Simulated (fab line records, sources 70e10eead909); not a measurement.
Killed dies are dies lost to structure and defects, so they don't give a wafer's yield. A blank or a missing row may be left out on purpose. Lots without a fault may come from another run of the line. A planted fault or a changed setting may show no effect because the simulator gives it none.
fab line records | flow nand_harc
record lots=6 wafers=18 last_day=24
route steps=1159 shown A_STAIRCASE@576 END@1159
lots that met no fault: from a run of the same line without faults
start_h: hours from the record's first day to the start of the lot's first wafer shown | wait_h: hours since the lot's step before | " the same as in the row above | L1.1+2: a row that stands for several wafers | - no value, or no start given | * or withheld: withheld | < > ~ a bound
route shown NAME@n: a module of which the file shows steps, and the number in the route of the first | usual: mean/standard deviation of fault-free wafers | same: alike in all rows | chamber/n: place in a boat | sites: the reading at each site | _std_site: their standard deviation | _edge_site: outer sites' mean less inner sites' | radius_mm: how far each site lies from the wafer's centre | mask NAME#n: copy n | behind: the tool/chamber that last shaped the wafer | hold: why the lot was held/for how many hours/how that ended | device: the transistor (n, p or np) that didn't switch | end of line: the same wafers' tests at the end of the route | a step without rows: its recipe alone | killed: dies lost to structure and defects at the first sort, not the wafer's yield | map: a wafer's dies, x killed, . not, _ none there
set.NAME: the setting as run; set.NAME@STEP: as run at that earlier step | model.NAME: the simulator's own value behind a step, which no gauge read
lots at some steps of the route; a table a step, a row a wafer
services: from which hour (start_h, from the record's first day; less than 0 if before it) a tool's chamber was out of use, for how many hours, and why
## steps
# step NHARC_A_STAIRCASE_PEB_182
# recipe peb_temp_c=115 peb_time_s=130
# step NHARC_A_STAIRCASE_DEVELOP_183
# recipe time_s=140
# step NHARC_A_STAIRCASE_HARDBAKE_185
# recipe temp_c=120 time_s=140
# step NHARC_A_STAIRCASE_DESCUM_186
# recipe time_s=3 o2_flow_sccm=200 ar_flow_sccm=0 bias_power_w=0 chemistry=O2
# step NHARC_A_STAIRCASE_TRIM_187
# recipe time_s=211.2 o2_flow_sccm=500 ar_flow_sccm=0 bias_w=0 chemistry=O2
# usual drypump_motor_current_A=5.5/0.55 oes_product_au=1.000/0.0068 rf_vpp_V=57.8/0.85 showerhead_plenum_p_Torr=3.53/0.14 throttle_valve_pct=17.036/0.0086
# columns lot.wafer tool chamber start_h wait_h drypump_motor_current_A oes_product_au rf_hours_counter_h rf_vpp_V showerhead_plenum_p_Torr throttle_valve_pct
L464.1 rie_diel-09 1 250.98 0.1 4.9 1.005 65 57.7 3.49 17.050
L464.4 " 2 " " 4.9 1.003 59 58.5 3.50 17.029
L464.2 " 3 " " 5.5 0.998 57 57.5 3.28 17.034
L466.3 rie_diel-11 0 257.93 0.6 6.0 0.998 24 59.0 3.61 17.036
L466.2 " 3 " " 6.6 0.991 23 58.7 3.32 17.044
L466.6 " 3 " " 6.5 0.995 - 57.8 3.32 17.037
L472.3 rie_diel-09 2 300.82 0.1 4.9 0.992 16 58.0 3.49 17.043
L472.1 " 3 " " 5.5 0.987 16 58.0 3.80 17.051
L472.6 " 1 " " 4.9 0.992 - 57.2 3.48 17.052
L475.3 rie_diel-09 2 317.74 0.1 4.9 1.000 23 58.4 3.49 17.033
L475.6 " 3 " " 5.5 1.001 - 58.3 3.80 17.030
L475.5 " 0 " " 5.1 1.006 - 58.8 3.52 17.023
L474.2 rie_diel-11 3 317.91 0.1 6.5 0.999 42 57.8 3.31 17.027
L474.1 " 1 " " 6.2 1.009 39 58.2 3.65 17.045
L474.5 " 0 " " 6.0 1.012 - 57.6 3.60 17.039
L484.2 rie_diel-08 0 362.39 0.1 6.2 0.992 20 59.4 3.64 17.040
L484.6 " 3 " " 5.5 0.992 - 56.3 3.40 17.042
L484.5 " 0 " " 6.2 0.997 - 57.4 3.64 17.043
# step NHARC_A_STAIRCASE_ETCH_188
# recipe target_depth_a=1000 time_s=40.5 ion_energy_ev=400 c4f8_flow_sccm=20 o2_flow_sccm=10 ar_flow_sccm=withheld rf_w=600 bias_w=1000 chemistry=C4F8/O2
# step NHARC_A_STAIRCASE_TRIM_189
# recipe time_s=211.2 o2_flow_sccm=500 ar_flow_sccm=0 bias_w=0 chemistry=O2
# usual drypump_motor_current_A=5.5/0.53 oes_product_au=0.999/0.0068 rf_vpp_V=57.7/0.92 showerhead_plenum_p_Torr=3.54/0.14 throttle_valve_pct=17.037/0.0092
# columns lot.wafer tool chamber start_h wait_h drypump_motor_current_A oes_product_au rf_hours_counter_h rf_vpp_V showerhead_plenum_p_Torr throttle_valve_pct
L464.2 rie_diel-09 3 - - 5.6 1.009 57 57.4 3.28 17.025
L464.1 " 0 " " 5.1 1.003 63 57.1 3.53 17.038
L464.4 " 1 " " 4.9 1.001 65 58.3 3.49 17.037
L466.3 rie_diel-11 0 - - 6.0 0.978 24 57.9 3.61 17.048
L466.2 " 2 " " 5.8 0.998 22 57.1 3.52 17.037
L466.6 " 2 " " 5.8 0.990 - 56.7 3.52 17.051
L472.3 rie_diel-09 2 - - 4.9 0.999 16 57.7 3.49 17.041
L472.1 " 1 " " 4.9 1.002 15 56.8 3.48 17.025
L472.6 " 3 " " 5.5 1.001 - 57.7 3.80 17.063
L475.3 rie_diel-09 2 - - 4.9 1.002 23 56.8 3.49 17.033
L475.6 " 3 " " 5.5 0.997 - 58.7 3.80 17.036
L475.5 " 0 " " 5.1 1.003 - 58.1 3.52 17.044
L474.2 rie_diel-11 2 - - 5.9 0.989 42 57.0 3.51 17.046
L474.1 " 3 " " 6.5 1.006 42 57.7 3.31 17.025
L474.5 " 2 " " 5.8 1.000 - 57.6 3.51 17.033
L484.2 rie_diel-08 3 - - 5.5 1.006 18 57.7 3.40 17.028
L484.5 " 2 " " 5.3 0.998 - 57.4 3.76 17.034
L484.6 " 3 " " 5.5 1.011 - 57.6 3.40 17.050
# step NHARC_A_STAIRCASE_ETCH_190
# recipe target_depth_a=1000 time_s=40.5 ion_energy_ev=400 c4f8_flow_sccm=20 o2_flow_sccm=10 ar_flow_sccm=withheld rf_w=600 bias_w=1000 chemistry=C4F8/O2
# usual oes_product_au=0.940/0.0089 rf_vpp_V=896/5.1 run_length_s=61.8/0.38
# columns lot.wafer tool chamber start_h wait_h oes_product_au rf_hours_counter_h rf_vpp_V run_length_s
L464.2 rie_diel-09 2 - - 0.929 60 895 62.0
L464.1 " 3 " " 0.927 57 887 61.8
L464.4 " 0 " " 0.936 63 897 61.5
L466.3 rie_diel-11 0 - - 0.929 24 898 61.8
L466.2 " 2 " " 0.936 22 896 61.8
L466.6 " 0 " " 0.924 - 899 62.0
L472.3 rie_diel-09 2 - - 0.955 16 894 61.9
L472.1 " 3 " " 0.944 16 906 62.0
L472.6 " 3 " " 0.942 - 905 61.9
L475.3 rie_diel-09 2 - - 0.952 23 895 61.2
L475.6 " 1 " " 0.943 - 894 61.8
L475.5 " 2 " " 0.947 - 895 61.2
L474.2 rie_diel-11 3 - - 0.931 42 889 62.5
L474.1 " 0 " " 0.937 43 898 62.5
L474.5 " 1 " " 0.945 - 901 62.0
L484.2 rie_diel-08 3 - - 0.933 19 891 61.3
L484.6 " 2 " " 0.940 - 905 61.9
L484.5 " 3 " " 0.929 - 891 61.4
# step NHARC_A_STAIRCASE_TRIM_191
# recipe time_s=211.2 o2_flow_sccm=500 ar_flow_sccm=0 bias_w=0 chemistry=O2
# step NHARC_A_STAIRCASE_ETCH_192
# recipe target_depth_a=1000 time_s=40.5 ion_energy_ev=400 c4f8_flow_sccm=20 o2_flow_sccm=10 ar_flow_sccm=withheld rf_w=600 bias_w=1000 chemistry=C4F8/O2
# usual oes_product_au=0.940/0.0097 rf_vpp_V=896/5.3 run_length_s=61.8/0.42
# columns lot.wafer tool chamber start_h wait_h oes_product_au rf_hours_counter_h rf_vpp_V run_length_s
L464.2 rie_diel-09 2 - - 0.947 60 897 61.4
L464.1 " 3 " " 0.948 57 887 61.7
L464.4 " 1 " " 0.950 65 895 61.6
L466.2 rie_diel-11 3 - - 0.953 23 889 62.7
L466.3 " 2 " " 0.943 22 896 62.0
L466.6 " 2 " " 0.932 - 896 61.9
L472.3 rie_diel-09 3 - - 0.940 16 906 61.9
L472.1 " 1 " " 0.935 15 896 61.7
L472.6 " 3 " " 0.938 - 906 61.5
L475.3 rie_diel-09 3 - - 0.941 22 905 61.9
L475.5 " 2 " " 0.963 - 895 61.4
L475.6 " 3 " " 0.933 - 906 61.6
L474.1 rie_diel-11 0 - - 0.937 43 900 62.1
L474.2 " 1 " " 0.933 40 900 61.5
L474.5 " 3 " " 0.935 - 887 62.5
L484.2 rie_diel-08 1 - - 0.935 18 886 61.3
L484.6 " 2 " " 0.941 - 905 61.6
L484.5 " 3 " " 0.950 - 892 61.1
# step NHARC_A_STAIRCASE_TRIM_193
# recipe time_s=211.2 o2_flow_sccm=500 ar_flow_sccm=0 bias_w=0 chemistry=O2
# usual drypump_motor_current_A=5.5/0.55 oes_product_au=0.999/0.0071 rf_vpp_V=57.8/0.92 showerhead_plenum_p_Torr=3.53/0.14 throttle_valve_pct=17.035/0.0082
# columns lot.wafer tool chamber start_h wait_h drypump_motor_current_A oes_product_au rf_hours_counter_h rf_vpp_V showerhead_plenum_p_Torr throttle_valve_pct
L464.4 rie_diel-09 2 - - 4.9 0.997 60 58.4 3.50 17.030
L464.1 " 3 " " 5.6 0.993 58 57.2 3.28 17.042
L464.2 " 0 " " 5.1 0.996 64 58.1 3.53 17.037
L466.2 rie_diel-11 0 - - 6.0 1.005 25 58.2 3.61 17.034
L466.3 " 3 " " 6.5 1.012 23 58.3 3.32 17.022
L466.6 " 2 " " 5.8 0.993 - 56.8 3.52 17.017
L472.3 rie_diel-09 1 - - 4.9 1.000 15 58.1 3.48 17.034
L472.1 " 3 " " 5.5 0.992 16 57.2 3.80 17.030
L472.6 " 0 " " 5.1 1.007 - 56.5 3.52 17.043
L475.3 rie_diel-09 0 - - 5.1 1.004 19 56.8 3.52 17.030
L475.5 " 3 " " 5.6 1.004 - 58.8 3.80 17.033
L475.6 " 0 " " 5.1 1.001 - 58.8 3.52 17.043
L474.1 rie_diel-11 3 - - 6.5 1.001 43 57.8 3.31 17.035
L474.2 " 0 " " 6.0 0.998 44 58.1 3.60 17.019
L474.5 " 0 " " 6.0 0.994 - 59.0 3.60 17.034
L484.2 rie_diel-08 2 - - 5.4 0.986 23 57.7 3.76 17.031
L484.5 " 1 " " 5.6 0.992 - 55.8 3.30 17.042
L484.6 " 2 " " 5.3 0.991 - 57.9 3.76 17.025
# step NHARC_A_STAIRCASE_ETCH_194
# recipe target_depth_a=1000 time_s=40.5 ion_energy_ev=400 c4f8_flow_sccm=20 o2_flow_sccm=10 ar_flow_sccm=withheld rf_w=600 bias_w=1000 chemistry=C4F8/O2
# usual oes_product_au=0.941/0.0073 rf_vpp_V=897/5.3 run_length_s=61.8/0.43
# columns lot.wafer tool chamber start_h wait_h oes_product_au rf_hours_counter_h rf_vpp_V run_length_s
L464.1 rie_diel-09 1 251.90 - 0.940 65 894 62.3
L464.2 " 2 " " 0.946 60 896 61.5
L464.4 " 0 " " 0.938 64 897 61.6
L466.3 rie_diel-11 3 259.29 - 0.944 23 889 62.4
L466.2 " 0 " " 0.930 25 899 62.1
L466.6 " 0 " " 0.938 - 897 62.3
L472.1 rie_diel-09 1 301.67 - 0.941 15 895 73.2
L472.3 " 2 " " 0.944 17 895 73.0
L472.6 " 0 " " 0.940 - 896 73.1
L475.3 rie_diel-09 3 318.57 - 0.934 22 907 73.2
L475.6 " 1 " " 0.944 - 893 73.3
L475.5 " 2 " " 0.928 - 895 72.9
L474.1 rie_diel-11 0 320.26 - 0.937 44 898 62.1
L474.2 " 1 " " 0.936 42 902 61.6
L474.5 " 3 " " 0.941 - 887 62.7
L484.2 rie_diel-08 0 363.36 - 0.938 20 900 61.9
L484.6 " 3 " " 0.952 - 892 61.6
L484.5 " 0 " " 0.934 - 901 61.8
# step NHARC_END_SORT_01
# recipe temp_c=25
# usual killed_at_array=27/10 killed_at_other=0.6/1 killed_at_periphery=3.4/2.7 killed_dies=31/9.7 killed_open=3.4/1.7 killed_short=2.2/1.5
# same gross_dies=677
# columns lot.wafer tool chamber start_h wait_h killed_at_array killed_at_other killed_at_periphery killed_dies killed_open killed_short
L464.1 prober-01 0 458.17 2.5 19 0 3 22 2 8
L464.2 prober-01 0 458.96 2.8 14 0 8 22 2 2
L464.4 prober-01 0 460.54 3.4 15 1 7 23 6 1
L466.2 prober-01 0 466.72 2.8 24 1 2 27 2 3
L466.3 prober-01 0 467.52 3.1 28 0 7 35 3 2
L466.6 prober-01 0 469.91 4.0 23 1 2 26 3 2
L475.3 prober-02 0 504.43 3.1 670 1 1 672 4 3
L475.5 prober-02 0 506.04 3.7 660 0 2 662 2 2
L475.6 prober-02 0 506.85 4.0 658 0 2 660 3 1
L472.1 prober-01 0 510.38 2.5 668 0 5 673 4 2
L472.3 prober-01 0 511.99 3.1 669 1 4 674 1 3
L472.6 prober-01 0 514.40 4.0 632 0 5 637 7 3
L474.1 prober-02 0 511.77 2.5 26 0 2 28 4 1
L474.2 prober-02 0 512.57 2.8 32 0 0 32 2 1
L474.5 prober-02 0 514.94 3.7 32 0 1 33 2 1
L484.2 prober-02 0 575.59 2.8 56 0 7 63 3 3
L484.5 prober-02 0 578.02 3.7 43 0 4 47 4 0
L484.6 prober-02 0 578.83 4.0 40 0 4 44 3 4
# killed by level:class
L464.1 A_STAIRCASE:chamber_film_flake=7 A_WL_FILL:geometric_particle:short=4 A_CHANNEL_FILL_D1:geometric_particle:short=3 P_CONTACT:chamber_film_flake=3 A_ONON_D1:geometric_particle:short=1 A_CHANNEL_FILL_D1:geometric_particle:open=1 A_BLC:geometric_particle:open=1 A_CHANNEL_HOLE_D1:chamber_film_flake=1
L464.2 A_STAIRCASE:chamber_film_flake=7 P_CONTACT:chamber_film_flake=5 A_CHANNEL_HOLE_D1:chamber_film_flake=3 A_WL_FILL:geometric_particle:short=2 P_GATE:chamber_film_flake=2 P_CONTACT:geometric_particle:open=1 A_WL_FILL:geometric_particle:open=1 A_CONTACT:chamber_film_flake=1
L464.4 P_CONTACT:chamber_film_flake=6 A_STAIRCASE:chamber_film_flake=5 A_BLC:geometric_particle:open=3 A_CONTACT:geometric_particle:open=2 A_CHANNEL_HOLE_D1:chamber_film_flake=2 P_M0:geometric_particle:open=1 A_CHANNEL_FILL_D1:geometric_particle:short=1 THIN_TSV:chamber_film_flake=1
L466.2 A_SLIT:chamber_film_flake=7 A_WL_FILL:chamber_film_flake=6 A_STAIRCASE:chamber_film_flake=3 A_CHANNEL_HOLE_D1:chamber_film_flake=2 A_M0:chamber_film_flake=2 P_CONTACT:geometric_particle:short=1 A_CHANNEL_FILL_D1:geometric_particle:open=1 A_CONTACT:geometric_particle:short=1
L466.3 A_SLIT:chamber_film_flake=13 A_STAIRCASE:chamber_film_flake=6 A_WL_FILL:chamber_film_flake=4 A_CHANNEL_HOLE_D1:chamber_film_flake=2 P_GATE:geometric_particle:open=1 P_M0:geometric_particle:open=1 P_M1:geometric_particle:short=1 A_WL_FILL:geometric_particle:short=1
L466.6 A_STAIRCASE:chamber_film_flake=7 A_SLIT:chamber_film_flake=7 P_GATE:geometric_particle:open=1 A_ONON_D1:geometric_particle:short=1 A_CHANNEL_HOLE_D1:geometric_particle:short=1 A_CHANNEL_FILL_D1:geometric_particle:open=1 A_M0:geometric_particle:open=1 P_CONTACT:chamber_film_flake=1
L475.3 A_STAIRCASE:area_etch=647 A_CHANNEL_HOLE_D1:chamber_film_flake=4 A_STAIRCASE:chamber_film_flake=4 A_SLIT:chamber_film_flake=4 A_CONTACT:chamber_film_flake=4 A_BLC:geometric_particle:open=2 P_M0:geometric_particle:open=1 A_SOURCE_PLATE:geometric_particle:short=1
L475.5 A_STAIRCASE:area_etch=641 A_STAIRCASE:chamber_film_flake=6 A_CONTACT:chamber_film_flake=4 A_CHANNEL_HOLE_D1:chamber_film_flake=3 A_SLIT:chamber_film_flake=3 P_M0:geometric_particle:short=2 A_CONTACT:geometric_particle:open=1 A_BLC:geometric_particle:open=1
L475.6 A_STAIRCASE:area_etch=636 A_CONTACT:chamber_film_flake=7 A_SLIT:chamber_film_flake=5 A_STAIRCASE:chamber_film_flake=4 A_CHANNEL_HOLE_D1:chamber_film_flake=3 P_CONTACT:geometric_particle:open=1 A_ONON_D1:geometric_particle:open=1 A_SLIT:geometric_particle:open=1
L472.1 A_STAIRCASE:area_etch=659 A_CHANNEL_HOLE_D1:chamber_film_flake=4 P_CONTACT:geometric_particle:open=1 P_M0:geometric_particle:open=1 P_M1:geometric_particle:open=1 A_SGD_CUT:geometric_particle:open=1 A_SGD_CUT:geometric_particle:short=1 A_WL_FILL:geometric_particle:short=1
L474.1 A_CHANNEL_HOLE_D1:chamber_film_flake=14 A_CONTACT:chamber_film_flake=3 A_ZERO_WELL:chamber_film_flake=2 P_CONTACT:geometric_particle:open=1 P_M0:geometric_particle:open=1 A_WL_FILL:geometric_particle:short=1 A_WL_FILL:geometric_particle:open=1 A_M0:geometric_particle:open=1
L472.3 A_STAIRCASE:area_etch=660 A_CONTACT:chamber_film_flake=3 P_ZERO_WELL:chamber_film_flake=2 P_M2:chamber_film_flake=2 A_CHANNEL_FILL_D1:geometric_particle:short=1 A_WL_FILL:geometric_particle:short=1 A_WL_FILL:geometric_particle:open=1 A_M0:geometric_particle:short=1
L474.2 A_CHANNEL_HOLE_D1:chamber_film_flake=19 A_CONTACT:chamber_film_flake=6 A_BLC:chamber_film_flake=3 A_CHANNEL_HOLE_D1:geometric_particle:short=1 A_WL_FILL:geometric_particle:open=1 A_M1:geometric_particle:open=1 A_STAIRCASE:chamber_film_flake=1
L472.6 A_STAIRCASE:area_etch=616 A_CONTACT:geometric_particle:open=3 A_CHANNEL_HOLE_D1:chamber_film_flake=3 A_CONTACT:chamber_film_flake=3 A_CHANNEL_FILL_D1:chamber_film_flake=2 P_CONTACT:geometric_particle:short=1 P_M0:geometric_particle:open=1 P_M0:geometric_particle:short=1
L474.5 A_CHANNEL_HOLE_D1:chamber_film_flake=16 A_CONTACT:chamber_film_flake=6 A_BLC:chamber_film_flake=5 A_ZERO_WELL:chamber_film_flake=2 A_CHANNEL_HOLE_D1:geometric_particle:short=1 A_SGD_CUT:geometric_particle:open=1 A_M0:geometric_particle:open=1 P_GATE:chamber_film_flake=1
L484.2 A_CHANNEL_HOLE_D1:chamber_film_flake=23 A_SLIT:chamber_film_flake=19 A_CONTACT:chamber_film_flake=4 P_BONDPAD:chamber_film_flake=3 A_CHANNEL_FILL_D1:chamber_film_flake=3 A_STAIRCASE:chamber_film_flake=3 P_M1:chamber_film_flake=2 P_GATE:geometric_particle:short=1
L484.5 A_SLIT:chamber_film_flake=21 A_CHANNEL_HOLE_D1:chamber_film_flake=15 A_CONTACT:chamber_film_flake=3 P_GATE:geometric_particle:open=1 P_M2:geometric_particle:open=1 A_BLC:geometric_particle:open=1 A_M0:geometric_particle:open=1 P_GATE:chamber_film_flake=1
L484.6 A_CHANNEL_HOLE_D1:chamber_film_flake=20 A_SLIT:chamber_film_flake=8 A_CONTACT:chamber_film_flake=3 P_GATE:geometric_particle:short=2 A_ONON_D1:geometric_particle:open=2 P_BONDPAD:chamber_film_flake=2 A_CHANNEL_FILL_D1:chamber_film_flake=2 A_STAIRCASE:chamber_film_flake=2
# map L472.3 (x killed, . not)
____________x____________
_________xxxxxxx_________
_______xxxxxxxxxxx_______
______xxxxxxxxxxxxx______
_____xxxxxxxxxxxxxxx_____
____xxxxxxxxxxxxxxxxx____
____xxxxxxxxxxxxxxxxx____
___xxxxxxxxxxxxxxxxxxx___
___xxxxxxxxxxxxxxxxxxx___
__xxxxxxxxxxxxxxxxxxxxx__
__xxxxxxxxxxxxxxxxxxxxx__
_xxxxxxxxxxxxxxxxxxxxxxx_
_xxxxxxxxxxxxxxxxxxxxxxx_
_xxxxxxxxxxxxxxxxxxxxxxx_
_xxxxxxxxxxxxxxxxxxxxxxx_
_xxxxxxxxxxxxxxxxxxxxxxx_
xxxxxxxxxxxxxxxxxxxxxxxxx
xxxxxxxxxxxxxxxxxxxxxxxxx
xxxxxxxxxxxxxx.x.xxxxxxxx
xxxxxxxxxxxxx.xxxxxxxxxxx
xxxxxxxxxxxxxxxxxxxxxxxxx
_xxxxxxxxxxxxxxxxxxxxxxx_
_xxxxxxxxxxxxxxxxxxxxxxx_
_xxxxxxxxxxxxxxxxxxxxxxx_
_xxxxxxxxxxxxxxxxxxxxxxx_
_xxxxxxxxxxxxxxxxxxxxxxx_
__xxxxxxxxxxxxxxxxxxxxx__
__xxxxxxxxxxxxxxxxxxxxx__
___xxxxxxxxxxxxxxxxxxx___
___xxxxxxxxxxxxxxxxxxx___
____xxxxxxxxxxxxxxxxx____
____xxxxxxxxxxxxxxxxx____
_____xxxxxxxxxxxxxxx_____
______xxxxxxxxxxxxx______
_______xxxxxxxxxxx_______
_________xxxxxxx_________
____________x____________
# map L475.3 (x killed, . not)
____________x____________
_________xxxxxxx_________
_______xxxxxxxxxxx_______
______xxxxxxxxxxxx.______
_____xxxxxxxxxxxxxxx_____
____xxxxxxxxxxxxxxxxx____
____xxxxxxxxxxxxxxxxx____
___xxxxxxxxxxxxxxxxxxx___
___xxxxxxxxxxxxxxxxxxx___
__xxxxxxxxxxxxxxxxxxxxx__
__xxxxxxxxxxxxxxxxxxxxx__
_xxxxxxxxxxxxxxxxxxxxxxx_
_xxxxxxxxxxxxxxxxxxxxxxx_
_xxxxxxxxxxxxxxxxxxxxxxx_
_xxxxxxxxxxxxxxxxxxxxxxx_
_xxxxxxxxxxxxxxxxxxxxxxx_
xxxxxxxxxxxxxxxxxxxxxxxx.
.xxxxxxxxxxxxxxxxxxxxxxxx
xxxxxxxxxxxxxxxxxxxxxxxx.
xxxxxxxxxxxxxxxxxxxxxxxxx
xxxxxxxxxxxxxxxxxxxxxxxxx
_xxxxxxxxxxxxxxxxxxxxxxx_
_xxxxxxxxxxxxxxxxxxxxxxx_
_xxxxxxxxxxxxxxxxxxxxxxx_
_xxxxxxxxxxxxxxxxxxxxxxx_
_xxxxxxxxxxxxxxxxxxxxxxx_
__xxxxxxxxxxxxxxxxxxxxx__
__xxxxxxxxxxxxxxxxxxxxx__
___xxxxxxxxxxxxxxxxxxx___
___xxxxxxxxxxxxxxxxx.x___
____xxxxxxxxxxxxxxxxx____
____xxxxxxxxxxxxxxxxx____
_____xxxxxxxxxxxxxxx_____
______xxxxxxxxxxxxx______
_______xxxxxxxxxxx_______
_________xxxxxxx_________
____________x____________
## services
# columns tool chamber start_h hours kind
rie_diel-08 0 229.99 1.4 repair
rie_diel-09 0 234.55 - clean
rie_diel-09 1 234.55 - clean
rie_diel-09 2 234.55 - clean
rie_diel-09 3 234.55 - clean
rie_diel-09 - 254.10 9.0 pm
rie_diel-09 0 254.10 9.0 vent_cycle
rie_diel-09 1 254.10 9.0 vent_cycle
rie_diel-09 2 254.10 9.0 vent_cycle
rie_diel-09 3 254.10 9.0 vent_cycle
rie_diel-09 0 263.10 - clean
rie_diel-09 1 263.10 - clean
rie_diel-09 1 263.10 - consumable_replace:focus_ring
rie_diel-09 2 263.10 - clean
rie_diel-09 3 263.10 - clean
rie_diel-09 3 263.10 - consumable_replace:showerhead
rie_diel-09 0 288.60 - clean
rie_diel-09 1 288.60 - clean
rie_diel-09 2 288.60 - clean
rie_diel-09 3 288.60 - clean
rie_diel-08 - 302.28 9.0 pm
rie_diel-08 0 341.33 3.9 repair
rie_diel-08 1 343.02 7.6 repair
rie_diel-08 3 343.92 6.9 repair
## key
first_sign step=NHARC_A_STAIRCASE_ETCH_194 reading=run_length_s direction=up sigmas=27 usual=* struck=*
effect step=NHARC_END_SORT_01 reading=killed_dies direction=up sigmas=65 usual=31 struck=663
more_kills_born_at NHARC_A_STAIRCASE_ETCH_194@rie_diel-09=3859
met_at NHARC_A_STAIRCASE_ETCH_194
struck_wafers L472.1,L472.3,L472.6,L475.3,L475.5,L475.6
later_rows_left_out L472.1,L472.3,L472.6,L475.3,L475.5,L475.6
tester_left_out L472,L475
onset_between 251.90 301.67
fault kind=process_parameter_drift tool=rie_diel-09 chamber=- onset_h=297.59 steps=NHARC_A_STAIRCASE_ETCH_194 channel=time_s offset=* shape=step end_h=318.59 acts_in=* stated=*
# tester_left_out: of these lots the tester's yield and bins aren't shown, on N5 and GAA mostly nor the transistor test; their killed dies are dies lost to structure and defects alone, not to doping, threshold or leakage, so they don't give the yield
# later_rows_left_out: the simulator's readings of these wafers behind a module that went badly wrong aren't trusted and aren't shown, but for the sort
